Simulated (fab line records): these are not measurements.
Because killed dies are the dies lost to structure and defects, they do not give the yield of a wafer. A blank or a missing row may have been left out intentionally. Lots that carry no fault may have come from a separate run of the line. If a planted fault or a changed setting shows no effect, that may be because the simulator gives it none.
Matching of chambers + flow nand-harc + 4 sister chambers for NHARC_A_M1_ETCH_35 on rie-diel-12
The step etches the open film in N2/H2, target depth 40 nm, overetch 12 nm, time 43.94 s. 4 wafers are shown with their chamber, then 7 later ones without.

WAFERS WITH THEIR CHAMBER
| wafer  | chamber | drypump-motor-current-A (A) |
|--------|---------|-----------------------------|
| L597.5 | 2       | 5.7                         |
| L598.1 | 0       | 6.2                         |
| L601.1 | 3       | 5.3                         |
| L601.4 | 1       | 6.4                         |

WAFERS MISSING THEIR CHAMBER
| wafer  | drypump-motor-current-A (A) |
|--------|-----------------------------|
| L601.6 | 5.3                         |
| L603.2 | 6.2                         |
| L603.3 | 6.3                         |
| L603.5 | 5.7                         |
| L612.1 | 6.2                         |
| L612.4 | 5.3                         |
| L612.5 | 5.7                         |

THE CHAMBER EACH PASSED THROUGH
| wafer  | from the rows above     | in truth |
|--------|-------------------------|----------|
| L601.6 | 3                       | 3        |
| L603.2 | 0                       | 0        |
| L603.3 | can't be placed: 0 or 1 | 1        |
| L603.5 | 2                       | 2        |
| L612.1 | 0                       | 0        |
| L612.4 | 3                       | 3        |
| L612.5 | 2                       | 2        |
6 of 7 placed correctly. These rows do not allow placing 1 (true chamber among the candidates in 1). Placed wrongly: 0.
How it was worked out, from the rows above alone: a wafer's distance from a chamber is the root of the sum, over the readings, of the square of ((its reading less the chamber's mean) divided by the reading's scatter). The wafer belongs to the nearest chamber; if the next one is less than 2 further off, it can't be placed. A chamber's mean is the mean of its shown wafers. The scatter: with one shown wafer a chamber, the root of the mean of the squares of how far each hidden wafer lies from its nearest shown one.
